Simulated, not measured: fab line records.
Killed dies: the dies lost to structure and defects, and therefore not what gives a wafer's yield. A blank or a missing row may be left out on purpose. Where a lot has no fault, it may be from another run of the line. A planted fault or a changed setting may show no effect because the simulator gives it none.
Which tool did it? :: flow nand_harc :: Sampling: 12 lots, 36 wafers, 3 of 1302 route steps

## WHAT THE GAUGES SHOWED, per wafer
NHARC_A_ONON_D1_THK_MEAS_18: measures by ellipsometry.
lot: L938
measured: day 9 01:36
on: film_metro-01
thk_nm (nm): 998 998 1000

lot: L940
measured: day 9 15:31
on: film_metro-01
thk_nm (nm): 975 973 976

lot: L941
measured: day 10 03:35
on: film_metro-02
thk_nm (nm): 1009 1008 1008

lot: L942
measured: day 10 21:02
on: film_metro-02
thk_nm (nm): 980 980 980

lot: L949
measured: day 13 09:56
on: film_metro-01
thk_nm (nm): 988 990 987

lot: L951
measured: day 14 12:55
on: film_metro-02
thk_nm (nm): 1005 1005 1007

lot: L950
measured: day 14 13:06
on: film_metro-01
thk_nm (nm): 997 997 996

lot: L952
measured: day 14 22:08
on: film_metro-02
thk_nm (nm): 987 989 989

lot: L954
measured: day 15 14:54
on: film_metro-01
thk_nm (nm): 987 987 989

lot: L955
measured: day 16 09:51
on: film_metro-02
thk_nm (nm): 1006 1003 1003

lot: L957
measured: day 17 03:56
on: film_metro-01
thk_nm (nm): 1000 1003 1002

lot: L958
measured: day 17 03:57
on: film_metro-01
thk_nm (nm): 996 994 994

NHARC_A_CHANNEL_HOLE_D1_CD_MEAS_10 targets a cd of 100 nm.
lot: L938
measured: day 9 09:37
on: cd_sem-03
cd_nm (nm): 100.5 100.1 100.8

lot: L940
measured: day 9 20:57
on: cd_sem-03
cd_nm (nm): 101.7 99.8 99.6

lot: L941
measured: day 10 09:11
on: cd_sem-03
cd_nm (nm): 100.3 100.1 99.4

lot: L942
measured: day 11 02:34
on: cd_sem-01
cd_nm (nm): 101.2 100.0 103.1

lot: L949
measured: day 13 15:29
on: cd_sem-03
cd_nm (nm): 99.4 99.6 99.4

lot: L951
measured: day 14 19:40
on: cd_sem-02
cd_nm (nm): 100.3 99.7 100.7

lot: L950
measured: day 14 19:54
on: cd_sem-03
cd_nm (nm): 99.9 100.3 99.7

lot: L952
measured: day 15 04:06
on: cd_sem-01
cd_nm (nm): 100.1 100.9 99.9

lot: L954
measured: day 15 23:44
on: cd_sem-03
cd_nm (nm): 100.1 100.0 100.2

lot: L955
measured: day 16 16:34
on: cd_sem-01
cd_nm (nm): 99.2 99.6 99.3

lot: L957
measured: day 17 09:20
on: cd_sem-01
cd_nm (nm): 99.8 100.2 99.9

lot: L958
measured: day 17 10:04
on: cd_sem-01
cd_nm (nm): 100.1 99.9 99.9

## WHICH TOOL RAN EACH LOT (tool, then ch and the chambers of the sampled wafers, then the start)
lot: L938
NHARC_A_CHANNEL_HOLE_D1_EXPOSE_07: arfi_scanner-01 ch 0, day 9 09:28

lot: L940
NHARC_A_CHANNEL_HOLE_D1_EXPOSE_07: arfi_scanner-02 ch 0, day 9 20:49

lot: L941
NHARC_A_CHANNEL_HOLE_D1_EXPOSE_07: arfi_scanner-03 ch 0, day 10 09:03

lot: L942
NHARC_A_CHANNEL_HOLE_D1_EXPOSE_07: arfi_scanner-02 ch 0, day 11 02:26

lot: L949
NHARC_A_CHANNEL_HOLE_D1_EXPOSE_07: arfi_scanner-02 ch 0, day 13 15:21

lot: L951
NHARC_A_CHANNEL_HOLE_D1_EXPOSE_07: arfi_scanner-03 ch 0, day 14 19:32

lot: L950
NHARC_A_CHANNEL_HOLE_D1_EXPOSE_07: arfi_scanner-01 ch 0, day 14 19:46

lot: L952
NHARC_A_CHANNEL_HOLE_D1_EXPOSE_07: arfi_scanner-02 ch 0, day 15 03:58

lot: L954
NHARC_A_CHANNEL_HOLE_D1_EXPOSE_07: arfi_scanner-02 ch 0, day 15 23:36

lot: L955
NHARC_A_CHANNEL_HOLE_D1_EXPOSE_07: arfi_scanner-01 ch 0, day 16 16:26

lot: L957
NHARC_A_CHANNEL_HOLE_D1_EXPOSE_07: arfi_scanner-01 ch 0, day 17 09:12

lot: L958
NHARC_A_CHANNEL_HOLE_D1_EXPOSE_07: arfi_scanner-03 ch 0, day 17 09:55
- NHARC_A_CHANNEL_HOLE_D1_EXPOSE_07: exposes mask HOLE D1, target cd 100 nm.

## WHAT THE TOOLS THEMSELVES READ (means of the sampled wafers that have a number; where no wafer has one, the mark that the record gives instead)
The record holds no such reading with a usual standard deviation.

## THE ANSWER, worked out from the rows above alone
Rule: usual is defined by the lots themselves. Put in order of their means at a reading, lots are off if they are a third of the lots or fewer, leave a main group of 4 or more, and stand apart from it by a gap of 3 or more times the standard deviation of the main group's means; of several such gaps the widest counts. A main group is skipped when, at the precision printed for the reading in the tables above, its means are all equal. Also off: a lot with no number at a reading for which 4 or more lots have one. All remaining lots with rows at the step are treated as sound. The gauges are gone through in route order, then the tools' own readings, and for those a lot's mean is taken as printed above. At the first step where some lot is off, the reading lying furthest off is the one used; lots without a number count as furthest.
No lot is off at any reading shown: from this, nothing can be told.

## WHAT THE SIMULATOR PUT IN
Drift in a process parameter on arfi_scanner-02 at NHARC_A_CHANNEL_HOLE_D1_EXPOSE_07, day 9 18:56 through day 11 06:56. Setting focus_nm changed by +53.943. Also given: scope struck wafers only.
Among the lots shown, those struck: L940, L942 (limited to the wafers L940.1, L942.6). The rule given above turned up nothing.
